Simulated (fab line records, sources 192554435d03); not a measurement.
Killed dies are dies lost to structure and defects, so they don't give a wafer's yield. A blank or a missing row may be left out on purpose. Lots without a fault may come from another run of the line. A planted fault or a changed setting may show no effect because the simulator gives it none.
Chamber matching | flow n5_finfet | N5_BEOL_M14_ETCH_59 on rie_diel-04: 4 sister chambers
The step etches BARC in N2/H2, target depth 89 nm, overetch 26.7 nm, time 67.9 s. 14 wafers are shown with their chamber, then 7 later ones without.

WAFERS WITH THEIR CHAMBER
wafer  | chamber | drypump_motor_current_A (A) | showerhead_plenum_p_Torr (Torr) | throttle_valve_pct (%)
L074.1 | 2       | 5.43                        | 2.61                            | 17.80
L074.4 | 1       | 5.93                        | 2.49                            | 17.79
L074.6 | 3       | 5.24                        | 2.63                            | 18.36
L075.2 | 2       | 5.38                        | 2.61                            | 17.81
L075.3 | 1       | 5.91                        | 2.49                            | 17.78
L075.4 | 0       | 5.88                        | 2.46                            | 17.84
L080.2 | 2       | 5.44                        | 2.61                            | 17.82
L080.4 | 3       | 5.25                        | 2.62                            | 18.39
L080.5 | 1       | 5.91                        | 2.48                            | 17.81
L090.3 | 2       | 5.46                        | 2.60                            | 17.85
L090.4 | 2       | 5.40                        | 2.60                            | 17.85
L090.6 | 0       | 5.88                        | 2.45                            | 17.89
L088.2 | 1       | 5.95                        | 2.47                            | 17.84
L088.5 | 1       | 5.94                        | 2.47                            | 17.85

SIGNATURES (means of the wafers above)
reading                  | chamber 0 | chamber 1 | chamber 2 | chamber 3 | scatter within a chamber
drypump_motor_current_A  | 5.8800    | 5.9280    | 5.4220    | 5.2450    | 0.0233
showerhead_plenum_p_Torr | 2.4550    | 2.4800    | 2.6060    | 2.6250    | 0.00787
throttle_valve_pct       | 17.8650   | 17.8140   | 17.8260   | 18.3750   | 0.0275
Rule: a wafer's distance from a chamber is the root of the sum, over the readings, of the square of ((its reading less the chamber's mean) divided by the reading's scatter). The wafer belongs to the nearest chamber; if the next one is less than 2 further off, it can't be placed. The scatter: the root of (the sum of the squares of (reading less its chamber's mean) over the shown wafers, divided by (wafers less chambers)).

WAFERS WITHOUT THEIR CHAMBER
wafer  | drypump_motor_current_A (A) | showerhead_plenum_p_Torr (Torr) | throttle_valve_pct (%)
L088.6 | 5.42                        | 2.60                            | 17.89
L096.1 | 5.40                        | 2.60                            | 17.89
L096.2 | 5.23                        | 2.61                            | 18.43
L096.5 | 5.24                        | 2.61                            | 18.44
L097.4 | 5.88                        | 2.47                            | 17.87
L097.5 | 5.43                        | 2.59                            | 17.89
L097.6 | 5.86                        | 2.44                            | 17.90

WHICH CHAMBER EACH WENT THROUGH
wafer  | from the rows above     | in truth
L088.6 | 2                       | 2
L096.1 | 2                       | 2
L096.2 | 3                       | 3
L096.5 | 3                       | 3
L097.4 | can't be placed: 0 or 1 | 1
L097.5 | 2                       | 2
L097.6 | 0                       | 0
Placed correctly: 6 of 7. Can't be placed from these rows: 1 (the true chamber is among the candidates in 1). Placed wrongly: 0.
